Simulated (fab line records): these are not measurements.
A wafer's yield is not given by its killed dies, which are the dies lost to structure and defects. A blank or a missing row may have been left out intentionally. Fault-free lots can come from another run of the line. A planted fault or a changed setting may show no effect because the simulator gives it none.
Shared-tool check    flow n5Finfet    11 lots, 30 wafers sampled

WHY THIS WAS OPENED
N5_BEOL_M4_RC_MEAS_101, reading SS_N: flagged on 1 of 11 lots. Wafers without a fault read 71.6 mV/dec, standard deviation 0.57.
Rule: a lot is flagged in two cases, either no wafer of it has a number, or all its wafers with numbers fall more than 4 standard deviations from that mean. The other lots count as sound.

lot   measured      on         SS_N (mV/dec), wafer by wafer  flag
L296  day 7 20:03   prober-01  71.5 71.4 72.5                 
L295  day 8 10:10   prober-01  70.3 71.8 70.9                 
L297  day 8 10:22   prober-02  71.5 71.3 72.6                 
L298  day 8 13:14   prober-02  71.3 71.4 72.1                 
L299  day 9 03:16   prober-02  71.5 70.4 71.1                 
L301  day 9 12:23   prober-01  74.6                           FLAGGED
L307  day 11 02:14  prober-02  72.2 72.1                      
L309  day 11 23:48  prober-02  71.4 72.0 71.3                 
L310  day 12 01:44  prober-01  71.7 71.3 71.3                 
L313  day 13 01:41  prober-01  72.1 71.8 71.8                 
L317  day 13 16:08  prober-01  71.3 71.4 72.0                 
The numbers of the flagged lots are 74.6 mV/dec on average: +3.0 mV/dec against the usual, or +5 standard deviations.

EACH LOT AND THE TOOL IT RAN ON
The record holds 4 process steps before the reading, out of a route of 1938 steps. In each cell: the tool, then ch and the chambers that the sampled wafers went through, then the start.
lot   flag     N5_SD_EPI_N_SD_RECESS_17        N5_BEOL_M4_SPUTTER_81        N5_BEOL_M4_ANNEAL_91         N5_BEOL_M4_SPUTTER_92
L296           rieSi-04 ch 0,2,3, day 3 07:20  pvdSputter-02, day 7 16:35   pvdSputter-02, day 7 17:20   pvdSputter-02, day 7 17:28
L295           rieSi-01 ch 0,2,3, day 3 02:30  pvdSputter-01, day 8 07:35   pvdSputter-01, day 8 08:19   pvdSputter-01, day 8 08:28
L297           rieSi-03 ch 0,2, day 3 14:06    pvdSputter-02, day 8 07:57   pvdSputter-02, day 8 08:41   pvdSputter-02, day 8 08:50
L298           rieSi-01 ch 0,2,3, day 3 20:04  pvdSputter-03, day 8 10:49   pvdSputter-03, day 8 11:34   pvdSputter-03, day 8 11:42
L299           rieSi-03 ch 0,3, day 4 03:50    pvdSputter-02, day 9 00:50   pvdSputter-02, day 9 01:35   pvdSputter-02, day 9 01:43
L301  FLAGGED  rieSi-04 ch 0, day 4 12:50      pvdSputter-03, day 9 09:23   pvdSputter-03, day 9 10:10   pvdSputter-03, day 9 10:16
L307           rieSi-03 ch 1,3, day 6 11:29    pvdSputter-03, day 10 23:40  pvdSputter-03, day 11 00:25  pvdSputter-03, day 11 00:33
L309           rieSi-03 ch 1,2, day 6 18:13    pvdSputter-03, day 11 21:14  pvdSputter-03, day 11 21:58  pvdSputter-03, day 11 22:07
L310           rieSi-01 ch 0,1, day 6 22:47    pvdSputter-03, day 11 23:11  pvdSputter-03, day 11 23:56  pvdSputter-03, day 12 00:04
L313           rieSi-01 ch 1,2,3, day 7 13:43  pvdSputter-02, day 12 22:44  pvdSputter-02, day 12 23:28  pvdSputter-02, day 12 23:37
L317           rieSi-01 ch 0,3, day 8 12:17    pvdSputter-01, day 13 13:08  pvdSputter-01, day 13 13:52  pvdSputter-01, day 13 14:01
These steps, and what they do:
- N5_SD_EPI_N_SD_RECESS_17: chemistry HBr/Cl2/O2, target depth 41 nm, time 23.7 s, bt time 3 s.
- N5_BEOL_M4_SPUTTER_81: material Cu, target thk 4.5 nm, time 8.29 s.
- N5_BEOL_M4_ANNEAL_91: time 240 s.
- N5_BEOL_M4_SPUTTER_92: material Cu, target thk 4.5 nm, time 8.29 s.
- N5_BEOL_M4_RC_MEAS_101

FLAGGED AGAINST TOTAL, ONE TOOL AT A TIME (gauges that did the reading follow at the end)
step                      tool           lots run  flagged  share of the flagged lots  sound lots run after its first flagged lot
N5_SD_EPI_N_SD_RECESS_17  rieSi-01       5         0        none                       -
N5_SD_EPI_N_SD_RECESS_17  rieSi-03       4         0        none                       -
N5_SD_EPI_N_SD_RECESS_17  rieSi-04       2         1        all                        0
N5_BEOL_M4_SPUTTER_81     pvdSputter-01  2         0        none                       -
N5_BEOL_M4_SPUTTER_81     pvdSputter-02  4         0        none                       -
N5_BEOL_M4_SPUTTER_81     pvdSputter-03  5         1        all                        3 (L307,L309,L310)
N5_BEOL_M4_ANNEAL_91      pvdSputter-01  2         0        none                       -
N5_BEOL_M4_ANNEAL_91      pvdSputter-02  4         0        none                       -
N5_BEOL_M4_ANNEAL_91      pvdSputter-03  5         1        all                        3 (L307,L309,L310)
N5_BEOL_M4_SPUTTER_92     pvdSputter-01  2         0        none                       -
N5_BEOL_M4_SPUTTER_92     pvdSputter-02  4         0        none                       -
N5_BEOL_M4_SPUTTER_92     pvdSputter-03  5         1        all                        3 (L307,L309,L310)
N5_BEOL_M4_RC_MEAS_101    prober-01      6         1        all                        3 (L310,L313,L317)
N5_BEOL_M4_RC_MEAS_101    prober-02      5         0        none                       -

WHAT IS ALLOWED BY THE TABLE
5 rows of the table ran every flagged lot: rieSi-04 at N5_SD_EPI_N_SD_RECESS_17, pvdSputter-03 at N5_BEOL_M4_SPUTTER_81, pvdSputter-03 at N5_BEOL_M4_ANNEAL_91, pvdSputter-03 at N5_BEOL_M4_SPUTTER_92, prober-01 at N5_BEOL_M4_RC_MEAS_101.
- rieSi-04 at N5_SD_EPI_N_SD_RECESS_17: 1 of its 2 lots flagged. Last sound lot L296 at day 3 07:20, first flagged lot L301 at day 4 12:50; a fault beginning in between fits.
- pvdSputter-03 at N5_BEOL_M4_SPUTTER_81: 1 of its 5 lots flagged. Sound lots followed the first flagged one (L307, L309, L310) on it, something a lasting fault affecting the whole tool could not allow.
- pvdSputter-03 at N5_BEOL_M4_ANNEAL_91: 1 of its 5 lots flagged. Sound lots followed the first flagged one (L307, L309, L310) on it, something a lasting fault affecting the whole tool could not allow.
- pvdSputter-03 at N5_BEOL_M4_SPUTTER_92: 1 of its 5 lots flagged. Sound lots followed the first flagged one (L307, L309, L310) on it, something a lasting fault affecting the whole tool could not allow.
- prober-01 at N5_BEOL_M4_RC_MEAS_101: 1 of its 6 lots flagged. Sound lots followed the first flagged one (L310, L313, L317) on it, something a lasting fault affecting the whole tool could not allow.
One tool is left: rieSi-04 at N5_SD_EPI_N_SD_RECESS_17.

WHAT WAS PUT IN BY THE SIMULATOR
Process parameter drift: rieSi-04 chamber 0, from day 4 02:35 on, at N5_SD_EPI_N_SD_RECESS_17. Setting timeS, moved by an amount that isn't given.
Struck lots among those shown: L301. The rule above reached the same finding.
